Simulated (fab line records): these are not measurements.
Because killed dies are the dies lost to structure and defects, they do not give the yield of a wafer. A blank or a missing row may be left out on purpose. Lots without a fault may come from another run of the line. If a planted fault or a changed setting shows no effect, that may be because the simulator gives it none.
Matching of chambers / flow n5_finfet / 3 sister chambers for N5_SDB_HM_DEP_00 on pecvd-01
The step deposits SiNx from SiH4/NH3/N2, target thk 40 nm, time 35.3 s. 16 wafers are shown with their chamber, then 8 later ones without.

== WAFERS PAIRED WITH THEIR CHAMBERS ==
wafer=L076.1; chamber=0; throttle_valve_pct (%)=43.0; showerhead_plenum_p_Torr (Torr)=5.08; heater_power_w (W)=797
wafer=L076.4; chamber=1; throttle_valve_pct (%)=47.0; showerhead_plenum_p_Torr (Torr)=5.16; heater_power_w (W)=841
wafer=L076.6; chamber=2; throttle_valve_pct (%)=38.8; showerhead_plenum_p_Torr (Torr)=5.20; heater_power_w (W)=802
wafer=L077.2; chamber=1; throttle_valve_pct (%)=46.9; showerhead_plenum_p_Torr (Torr)=5.17; heater_power_w (W)=823
wafer=L077.5; chamber=2; throttle_valve_pct (%)=38.8; showerhead_plenum_p_Torr (Torr)=5.19; heater_power_w (W)=854
wafer=L077.6; chamber=1; throttle_valve_pct (%)=47.1; showerhead_plenum_p_Torr (Torr)=5.19; heater_power_w (W)=839
wafer=L081.2; chamber=1; throttle_valve_pct (%)=47.0; showerhead_plenum_p_Torr (Torr)=5.19; heater_power_w (W)=727
wafer=L081.4; chamber=1; throttle_valve_pct (%)=47.1; showerhead_plenum_p_Torr (Torr)=5.18; heater_power_w (W)=738
wafer=L081.5; chamber=1; throttle_valve_pct (%)=47.1; showerhead_plenum_p_Torr (Torr)=5.17; heater_power_w (W)=741
wafer=L085.1; chamber=0; throttle_valve_pct (%)=42.9; showerhead_plenum_p_Torr (Torr)=5.10; heater_power_w (W)=755
wafer=L085.4; chamber=2; throttle_valve_pct (%)=39.0; showerhead_plenum_p_Torr (Torr)=5.19; heater_power_w (W)=777
wafer=L085.5; chamber=1; throttle_valve_pct (%)=47.3; showerhead_plenum_p_Torr (Torr)=5.19; heater_power_w (W)=763
wafer=L088.1; chamber=0; throttle_valve_pct (%)=42.9; showerhead_plenum_p_Torr (Torr)=5.09; heater_power_w (W)=745
wafer=L088.2; chamber=1; throttle_valve_pct (%)=47.0; showerhead_plenum_p_Torr (Torr)=5.18; heater_power_w (W)=871
wafer=L088.4; chamber=0; throttle_valve_pct (%)=42.8; showerhead_plenum_p_Torr (Torr)=5.08; heater_power_w (W)=783
wafer=L092.1; chamber=0; throttle_valve_pct (%)=43.1; showerhead_plenum_p_Torr (Torr)=5.10; heater_power_w (W)=674

SIGNATURES (means of the wafers above)
reading=throttle_valve_pct; chamber 0=42.940; chamber 1=47.062; chamber 2=38.867; scatter within a chamber=0.117
reading=showerhead_plenum_p_Torr; chamber 0=5.0900; chamber 1=5.1787; chamber 2=5.1933; scatter within a chamber=0.0102
reading=heater_power_w; chamber 0=750.80; chamber 1=792.88; chamber 2=811.00; scatter within a chamber=51.6
Rule: for each reading, subtract the chamber's mean from the wafer's reading, divide by that reading's scatter and square the result; add these up over the readings and take the root, which gives the wafer's distance from the chamber. The wafer belongs to the nearest chamber; if the next one is less than 2 further off, it can't be placed. The scatter: the root of (the sum of the squares of (reading less its chamber's mean) over the shown wafers, divided by (wafers less chambers)).

== WAFERS WITHOUT THEIR CHAMBER ==
wafer=L092.2; throttle_valve_pct (%)=39.2; showerhead_plenum_p_Torr (Torr)=5.18; heater_power_w (W)=847
wafer=L092.5; throttle_valve_pct (%)=47.0; showerhead_plenum_p_Torr (Torr)=5.18; heater_power_w (W)=915
wafer=L095.1; throttle_valve_pct (%)=39.4; showerhead_plenum_p_Torr (Torr)=5.19; heater_power_w (W)=812
wafer=L095.2; throttle_valve_pct (%)=42.9; showerhead_plenum_p_Torr (Torr)=5.09; heater_power_w (W)=701
wafer=L095.3; throttle_valve_pct (%)=47.2; showerhead_plenum_p_Torr (Torr)=5.19; heater_power_w (W)=823
wafer=L095.4; throttle_valve_pct (%)=42.8; showerhead_plenum_p_Torr (Torr)=5.08; heater_power_w (W)=699
wafer=L095.5; throttle_valve_pct (%)=39.5; showerhead_plenum_p_Torr (Torr)=5.19; heater_power_w (W)=818
wafer=L095.6; throttle_valve_pct (%)=47.2; showerhead_plenum_p_Torr (Torr)=5.18; heater_power_w (W)=822

== WHICH CHAMBER EACH ONE RAN IN ==
wafer=L092.2; from the rows above=2; in truth=2
wafer=L092.5; from the rows above=1; in truth=1
wafer=L095.1; from the rows above=2; in truth=2
wafer=L095.2; from the rows above=0; in truth=0
wafer=L095.3; from the rows above=1; in truth=1
wafer=L095.4; from the rows above=0; in truth=0
wafer=L095.5; from the rows above=2; in truth=2
wafer=L095.6; from the rows above=1; in truth=1
Placed correctly: 8 of 8. From these rows, 0 cannot be placed. Wrongly placed: 0.
